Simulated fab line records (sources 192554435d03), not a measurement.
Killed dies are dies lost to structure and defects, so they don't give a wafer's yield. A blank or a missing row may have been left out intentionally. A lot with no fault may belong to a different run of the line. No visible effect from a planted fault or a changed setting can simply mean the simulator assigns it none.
A single fault, viewed from 2 desks    flow n5-finfet    only its own numbers are on each desk; what lay behind them is given at the end

== TOOL OWNER'S DESK, rie-diel-01 ==
The tool's own readings at N5_DUMMY_GATE_ETCH_37 (etches SOC in N2/H2, target depth 60 nm, overetch 30 nm): means of the sampled wafers that have a number, for each lot that ran on this tool. A lot is out of limits, marked OUT, if its mean lies more than 4 standard deviations from the usual mean; the brackets give that distance.
Columns: A = chamber-pressure-mTorr at N5_DUMMY_GATE_ETCH_37, usual 30.000 mTorr; B = drypump-motor-current-A at N5_DUMMY_GATE_ETCH_37, usual 5.8 A; C = oes-product-au at N5_DUMMY_GATE_ETCH_37, usual 0.61 a.u.; D = rf-vpp-V at N5_DUMMY_GATE_ETCH_37, usual 524 V; E = showerhead-plenum-p-Torr at N5_DUMMY_GATE_ETCH_37, usual 2.54 Torr; F = throttle-valve-pct at N5_DUMMY_GATE_ETCH_37, usual 17.85 %
lot   first seen here  A       B    C     D    E     F
L344  day 3 06:03      29.990  5.8  0.59  524  2.57  18.07
L345  day 3 11:04      30.008  5.9  0.55  520  2.40  18.09
L355  day 6 00:27      30.002  6.1  0.57  522  2.49  17.80
L359  day 6 22:15      30.023  6.0  0.63  525  2.58  17.84
This desk's finding: nothing out of limits on any of the 4 lots.

== AT THE METROLOGY DESK ==
What the gauges read for every lot (on any tool): the sampled wafers with a number, averaged. A lot is out of limits, marked OUT, if its mean lies more than 4 standard deviations from the usual mean; the brackets give that distance. Of its 12 readings 7 are shown: those that lie furthest out on some lot.
Columns: A = cd-nm at N5_DUMMY_GATE_CD_MEAS_24, usual 15.1 nm; B = DIBL_P at N5_BEOL_M4_RC_MEAS_101, usual 35.9 mV/V; C = IOFF_N at N5_BEOL_M4_RC_MEAS_101, usual 0.149 nA/um; D = ION_N at N5_BEOL_M4_RC_MEAS_101, usual 671 uA/um; E = ION_P at N5_BEOL_M4_RC_MEAS_101, usual 461 uA/um; F = SS_N at N5_BEOL_M4_RC_MEAS_101, usual 71.4 mV/dec; G = SS_P at N5_BEOL_M4_RC_MEAS_101, usual 73.2 mV/dec
lot   first seen here  A     B     C      D    E    F     G
L344  day 3 06:17      14.7  36.0  0.160  673  466  71.8  73.2
L345  day 3 11:18      15.1  33.7  0.129  664  458  71.0  72.9
L349  day 4 13:43      15.4  36.3  0.136  669  458  71.4  73.3
L352  day 5 05:01      15.1  36.0  0.156  675  461  71.5  73.6
L355  day 6 00:41      15.6  32.9  0.118  654  460  70.6  71.8
L359  day 6 22:42      14.8  34.9  0.146  678  472  71.2  73.5
L366  day 8 18:06      14.9  34.8  0.153  672  468  71.2  73.9
This desk's finding: nothing out of limits on any of the 7 lots.

== TAKEN TOGETHER ==
The desk of the tool owner found nothing out of limits.
The metrology desk saw nothing out of limits.

== WHAT THE SIMULATOR HAD PUT IN ==
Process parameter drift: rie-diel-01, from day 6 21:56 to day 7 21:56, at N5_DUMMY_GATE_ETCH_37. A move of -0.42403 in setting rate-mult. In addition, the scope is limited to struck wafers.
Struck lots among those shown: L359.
